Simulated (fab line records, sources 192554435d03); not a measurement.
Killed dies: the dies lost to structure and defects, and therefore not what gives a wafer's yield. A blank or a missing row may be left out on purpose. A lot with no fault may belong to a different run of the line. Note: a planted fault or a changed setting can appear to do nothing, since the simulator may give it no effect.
Chamber matching	flow n5Finfet	4 sister chambers for N5_BEOL_M11_ETCH_65 on rieDiel-05
The step etches SiARC in CF4, target depth 39 nm, time 65 s. 8 wafers are shown with their chamber, then 8 later ones without.

WAFERS, EACH WITH ITS CHAMBER
wafer	chamber	drypumpMotorCurrentA (A)	throttleValvePct (%)
L081.1	2	6.6	15.60
L081.6	2	6.7	15.59
L084.1	3	5.9	15.93
L084.5	3	5.9	15.91
L085.2	1	5.3	15.40
L085.4	0	6.6	15.41
L085.6	1	5.3	15.41
L087.2	0	6.6	15.42

WAFERS MISSING THEIR CHAMBER
wafer	drypumpMotorCurrentA (A)	throttleValvePct (%)
L087.4	5.8	15.94
L087.6	5.3	15.42
L090.2	6.6	15.62
L090.3	6.6	15.42
L090.5	5.3	15.42
L092.2	6.6	15.64
L092.3	5.3	15.45
L092.5	5.3	15.44

WHICH CHAMBER EACH ONE RAN IN
wafer	from the rows above	in truth
L087.4	3	3
L087.6	1	1
L090.2	2	2
L090.3	0	0
L090.5	1	1
L092.2	2	2
L092.3	1	1
L092.5	1	1
8 of 8 placed correctly. Can't be placed from these rows: 0. Number placed wrongly: 0.
How it was worked out, from the rows above alone: a wafer's distance from a chamber is the root of the sum, over the readings, of the square of ((its reading less the chamber's mean) divided by the reading's scatter). If the next closest chamber is less than 2 further off than the closest, the wafer can't be placed; otherwise it belongs to the closest. The mean given for a chamber averages the wafers shown for that chamber. The scatter is the square root of a quotient: the sum, over the shown wafers, of each reading's squared deviation from its chamber's mean, divided by wafers minus chambers.
